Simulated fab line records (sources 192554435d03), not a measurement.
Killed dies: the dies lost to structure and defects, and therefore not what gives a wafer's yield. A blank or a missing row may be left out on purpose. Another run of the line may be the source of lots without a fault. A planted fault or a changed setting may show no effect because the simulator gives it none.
Matching of chambers :: flow n5 finfet :: N5_MOL_CONTACT_COAG_STRIP_72 on rie diel-06: 4 sister chambers
The step strips in N2/H2. 14 wafers are shown with their chamber, then 7 later ones without.

## EACH WAFER AND ITS CHAMBER
wafer: L074.1
chamber: 2
showerhead plenum p Torr (Torr): 2.42
throttle valve pct (%): 23.7
drypump motor current A (A): 5.6

wafer: L074.3
chamber: 3
showerhead plenum p Torr (Torr): 2.65
throttle valve pct (%): 23.3
drypump motor current A (A): 5.7

wafer: L074.6
chamber: 3
showerhead plenum p Torr (Torr): 2.64
throttle valve pct (%): 23.3
drypump motor current A (A): 5.7

wafer: L078.1
chamber: 1
showerhead plenum p Torr (Torr): 2.52
throttle valve pct (%): 24.3
drypump motor current A (A): 5.8

wafer: L078.2
chamber: 0
showerhead plenum p Torr (Torr): 2.65
throttle valve pct (%): 23.9
drypump motor current A (A): 6.0

wafer: L078.6
chamber: 3
showerhead plenum p Torr (Torr): 2.64
throttle valve pct (%): 23.3
drypump motor current A (A): 5.7

wafer: L079.1
chamber: 2
showerhead plenum p Torr (Torr): 2.41
throttle valve pct (%): 23.7
drypump motor current A (A): 5.6

wafer: L079.3
chamber: 0
showerhead plenum p Torr (Torr): 2.65
throttle valve pct (%): 23.8
drypump motor current A (A): 6.0

wafer: L079.5
chamber: 2
showerhead plenum p Torr (Torr): 2.41
throttle valve pct (%): 23.7
drypump motor current A (A): 5.6

wafer: L081.1
chamber: 3
showerhead plenum p Torr (Torr): 2.64
throttle valve pct (%): 23.3
drypump motor current A (A): 5.8

wafer: L081.3
chamber: 0
showerhead plenum p Torr (Torr): 2.65
throttle valve pct (%): 23.9
drypump motor current A (A): 6.0

wafer: L081.6
chamber: 3
showerhead plenum p Torr (Torr): 2.64
throttle valve pct (%): 23.3
drypump motor current A (A): 5.8

wafer: L085.2
chamber: 0
showerhead plenum p Torr (Torr): 2.65
throttle valve pct (%): 23.9
drypump motor current A (A): 6.0

wafer: L085.5
chamber: 1
showerhead plenum p Torr (Torr): 2.52
throttle valve pct (%): 24.3
drypump motor current A (A): 5.8

SIGNATURES, as means of the wafers listed above
reading: showerhead plenum p Torr
chamber 0: 2.6500
chamber 1: 2.5200
chamber 2: 2.4133
chamber 3: 2.6420
scatter within a chamber: 0.00383

reading: throttle valve pct
chamber 0: 23.875
chamber 1: 24.300
chamber 2: 23.700
chamber 3: 23.300
scatter within a chamber: 0.0274

reading: drypump motor current A
chamber 0: 6.000
chamber 1: 5.800
chamber 2: 5.600
chamber 3: 5.740
scatter within a chamber: 0.0346
Rule: a wafer's distance from a chamber is the root of the sum, over the readings, of the square of ((its reading less the chamber's mean) divided by the reading's scatter). If the next closest chamber is less than 2 further off than the closest, the wafer can't be placed; otherwise it belongs to the closest. The scatter: the root of (the sum of the squares of (reading less its chamber's mean) over the shown wafers, divided by (wafers less chambers)).

## WAFERS WHOSE CHAMBER IS MISSING
wafer: L085.6
showerhead plenum p Torr (Torr): 2.65
throttle valve pct (%): 23.9
drypump motor current A (A): 6.0

wafer: L087.2
showerhead plenum p Torr (Torr): 2.51
throttle valve pct (%): 24.3
drypump motor current A (A): 5.7

wafer: L087.4
showerhead plenum p Torr (Torr): 2.64
throttle valve pct (%): 23.3
drypump motor current A (A): 5.8

wafer: L087.6
showerhead plenum p Torr (Torr): 2.64
throttle valve pct (%): 23.3
drypump motor current A (A): 5.7

wafer: L088.1
showerhead plenum p Torr (Torr): 2.52
throttle valve pct (%): 24.3
drypump motor current A (A): 5.7

wafer: L088.5
showerhead plenum p Torr (Torr): 2.63
throttle valve pct (%): 23.3
drypump motor current A (A): 5.7

wafer: L088.6
showerhead plenum p Torr (Torr): 2.65
throttle valve pct (%): 23.9
drypump motor current A (A): 6.1

## WHICH CHAMBER EACH ONE RAN IN
wafer: L085.6
from the rows above: 0
in truth: 0

wafer: L087.2
from the rows above: 1
in truth: 1

wafer: L087.4
from the rows above: 3
in truth: 3

wafer: L087.6
from the rows above: 3
in truth: 3

wafer: L088.1
from the rows above: 1
in truth: 1

wafer: L088.5
from the rows above: 3
in truth: 3

wafer: L088.6
from the rows above: 0
in truth: 0
7 of 7 placed correctly. From these rows, 0 cannot be placed. 0 placed wrongly.
